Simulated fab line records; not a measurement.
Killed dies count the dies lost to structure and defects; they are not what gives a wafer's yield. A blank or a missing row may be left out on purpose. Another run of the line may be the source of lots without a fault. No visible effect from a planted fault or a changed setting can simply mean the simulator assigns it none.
Matching of chambers ; flow n5_finfet ; 3 sister chambers for N5_FIN_SAQP_HM_DEP_72 on pecvd-03
The step deposits SiO2 from SiH4/N2O, target thk 12 nm, time 7.2 s. 3 wafers are shown with their chamber, then 7 later ones without.

## WAFERS, EACH WITH ITS CHAMBER
wafer;chamber;showerhead_plenum_p_Torr (Torr)
L087.4;0;8.09
L088.6;2;8.07
L091.4;1;8.27

## WAFERS WHOSE CHAMBER IS MISSING
wafer;showerhead_plenum_p_Torr (Torr)
L091.5;8.08
L092.1;8.27
L092.3;8.09
L092.6;8.09
L094.1;8.27
L094.2;8.09
L094.6;8.09

## WHICH CHAMBER EACH WENT THROUGH
wafer;from the rows above;in truth
L091.5;can't be placed: 0 or 2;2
L092.1;1;1
L092.3;0;0
L092.6;0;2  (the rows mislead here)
L094.1;1;1
L094.2;0;0
L094.6;0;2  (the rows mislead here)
4 of 7 placed correctly. Not placeable from these rows: 1 (in 1, the candidates include the true chamber). Number placed wrongly: 2.
How it was worked out, from the rows above alone: a wafer's distance from a chamber is the root of the sum, over the readings, of the square of ((its reading less the chamber's mean) divided by the reading's scatter). If the next closest chamber is less than 2 further off than the closest, the wafer can't be placed; otherwise it belongs to the closest. Each chamber's mean is taken over the wafers shown for it. The scatter (one wafer shown for each chamber): square how far every hidden wafer sits from the nearest shown wafer, average those squares and take the square root.
